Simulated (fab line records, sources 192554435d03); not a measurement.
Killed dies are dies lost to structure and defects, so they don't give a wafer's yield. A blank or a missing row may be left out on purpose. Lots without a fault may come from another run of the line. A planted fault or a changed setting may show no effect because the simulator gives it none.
Chamber matching | flow n5_finfet | N5_GATE_CUT_CMP_02 on cmp-01: 4 sister chambers
The step polishes, stops on SiO2, t overpolish 12.7 s, target thk 0 nm. 18 wafers are shown with their chamber, then 9 later ones without.

WAFERS WITH THEIR CHAMBER
wafer  | chamber | motor_current_A (A) | time_to_endpoint_s (s) | overpolish_run_s (s)
L075.2 | 2       | 11.6                | 27.0                   | 12.697
L075.4 | 0       | 9.5                 | 23.8                   | 12.698
L075.6 | 0       | 10.0                | 25.2                   | 12.706
L078.2 | 3       | 9.7                 | 23.1                   | 12.684
L078.5 | 1       | 11.2                | 25.3                   | 12.686
L078.6 | 2       | 11.7                | 22.5                   | 12.699
L080.2 | 2       | 11.4                | 25.5                   | 12.709
L080.5 | 1       | 10.2                | 27.1                   | 12.688
L080.6 | 0       | 9.8                 | 24.3                   | 12.701
L082.1 | 3       | 9.5                 | 27.1                   | 12.703
L082.3 | 1       | 10.1                | 28.8                   | 12.700
L082.5 | 3       | 9.7                 | 27.1                   | 12.714
L083.1 | 1       | 11.1                | 25.4                   | 12.705
L083.3 | 0       | 9.6                 | 24.2                   | 12.697
L083.4 | 3       | 9.5                 | 27.7                   | 12.705
L086.3 | 3       | 10.4                | 27.6                   | 12.698
L086.4 | 2       | 11.6                | 29.0                   | 12.696
L086.5 | 1       | 11.9                | 27.3                   | 12.696

SIGNATURES (means of the wafers above)
reading            | chamber 0 | chamber 1 | chamber 2 | chamber 3 | scatter within a chamber
motor_current_A    | 9.725     | 10.900    | 11.575    | 9.760     | 0.463
time_to_endpoint_s | 24.375    | 26.780    | 26.000    | 26.520    | 1.83
overpolish_run_s   | 12.70050  | 12.69500  | 12.70025  | 12.70080  | 0.00801
Rule: a wafer's distance from a chamber is the root of the sum, over the readings, of the square of ((its reading less the chamber's mean) divided by the reading's scatter). The wafer belongs to the nearest chamber; if the next one is less than 2 further off, it can't be placed. The scatter: the root of (the sum of the squares of (reading less its chamber's mean) over the shown wafers, divided by (wafers less chambers)).

WAFERS WITHOUT THEIR CHAMBER
wafer  | motor_current_A (A) | time_to_endpoint_s (s) | overpolish_run_s (s)
L087.3 | 11.0                | 26.6                   | 12.687
L087.4 | 9.9                 | 23.8                   | 12.715
L087.5 | 9.8                 | 24.7                   | 12.692
L095.2 | 9.4                 | 24.0                   | 12.733
L095.3 | 9.9                 | 23.6                   | 12.704
L095.4 | 11.3                | 21.9                   | 12.688
L096.1 | 10.9                | 24.5                   | 12.701
L096.2 | 11.8                | 26.0                   | 12.714
L096.4 | 9.5                 | 22.5                   | 12.700

WHICH CHAMBER EACH WENT THROUGH
wafer  | from the rows above               | in truth
L087.3 | can't be placed: 1 or 2           | 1
L087.4 | can't be placed: 0 or 3 or 1      | 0
L087.5 | can't be placed: 0 or 3 or 1      | 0
L095.2 | can't be placed: 0 or 3 or 1      | 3
L095.3 | can't be placed: 0 or 3           | 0
L095.4 | can't be placed: 2 or 1 or 0 or 3 | 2
L096.1 | can't be placed: 1 or 2 or 0 or 3 | 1
L096.2 | can't be placed: 2 or 1           | 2
L096.4 | can't be placed: 0 or 3           | 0
Placed correctly: 0 of 9. Can't be placed from these rows: 9 (the true chamber is among the candidates in 9). Placed wrongly: 0.
